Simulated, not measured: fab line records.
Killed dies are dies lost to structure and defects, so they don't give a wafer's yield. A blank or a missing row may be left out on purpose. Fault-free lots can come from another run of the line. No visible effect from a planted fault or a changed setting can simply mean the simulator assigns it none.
Problem report, 8D (eight disciplines) form, completed by code || flow nand harc || the parts of the form that need people (team, actions taken, sign-off) are left out

## 1. THE ISSUE
oes product au at NHARC_A_STAIRCASE_ETCH_192 reads a mean of 0.766 a.u. on 3 wafers of 3 lots; wafers without a fault read 0.943 a.u. with a standard deviation of 0.012. Measured from the usual mean, that is -15 standard deviations.
The step: etches the open film in C4F8/O2, target depth 100 nm, time 40.5 s.
First seen on wafer L149.5, day 20 04:31, on rie diel-08. The record has a number at this step for 43 wafers belonging to 15 lots. Rule for "out" (also "out of limits"): further than 4 standard deviations from the usual mean. The rest of the wafers with a number are treated as sound.

## 2. WHAT IT IS AND WHAT IT IS NOT
{"question": "which readings at this step", "is": "oes product au", "is not": "rf vpp V"}
{"question": "which lots", "is": "L149, L150, L151", "is not": "L140, L141, L143, L153, L154, L156, L157, L158, L160, L161, L162, L163"}
{"question": "which wafers of those lots", "is": "L149.5, L150.3, L151.5", "is not": "L149.1, L149.6, L150.2, L151.6"}
{"question": "read on which tools", "is": "rie diel-08", "is not": "rie diel-01, rie diel-04"}
{"question": "when", "is": "from day 20 04:31", "is not": "up to then (11 sound wafers); but 29 sound wafers of L150, L151, L153, L154, L156, L157, L158, L160, L161, L162, L163 came after"}

## 3. WHAT RULES OUT EACH SUSPECT
Counting: a tool at a process step up to the reading stays a suspect if it ran every lot that is out. Sound lots after the first of them don't rule it out here, since some wafers of a struck lot are sound.
- rie diel-08 at NHARC_A_STAIRCASE_ETCH_190 (etches the open film in C4F8/O2, target depth 100 nm, time 40.5 s): kept. Every lot that is out went through it, the first being L149 (day 20 04:31); the last sound lot it ran before that was L143 (day 17 11:38). With no start given for some of its lots, NHARC_A_STAIRCASE_ETCH_190 uses the hours and lot order of NHARC_A_STAIRCASE_ETCH_192.
- rie diel-08 at NHARC_A_STAIRCASE_ETCH_192 (etches the open film in C4F8/O2, target depth 100 nm, time 40.5 s): kept. Every lot that is out went through it, the first being L149 (day 20 04:31); the last sound lot it ran before that was L143 (day 17 11:38). Its own readings are out on those wafers: oes product au.
After counting, rie diel-08 at NHARC_A_STAIRCASE_ETCH_190 and rie diel-08 at NHARC_A_STAIRCASE_ETCH_192 remain.

## 4. THE CAUSE (what the simulator had put in)
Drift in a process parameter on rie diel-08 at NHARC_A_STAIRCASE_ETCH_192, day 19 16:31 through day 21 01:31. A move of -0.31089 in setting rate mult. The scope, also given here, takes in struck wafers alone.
2 suspects survive the count, and this tool is in that group.

## 5. THE CHAIN OF EFFECTS, in route order
Rows list readings where the struck wafers' mean (over those with a number) sits beyond 3 standard deviations from the usual. Only readings for which the record gives a usual standard deviation are gone through. hours: the time from each lot's start at the first step in this table that gives one to its start at this step, as a median over the lots. sigmas: the change in usual standard deviations.
{"hours": 0, "step": "NHARC_A_STAIRCASE_ETCH_192", "reading": "oes product au", "usual": "0.943 a.u.", "on struck wafers": 0.766, "change": -0.177, "sigmas": -15}
Process steps it contains:
- NHARC_A_STAIRCASE_ETCH_192: etches the open film in C4F8/O2, target depth 100 nm, time 40.5 s.

## 6. WHAT WOULD HAVE CAUGHT IT SOONER
In this record the first reading out of limits was taken at day 20 04:31, 12 hours after the fault began at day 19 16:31.
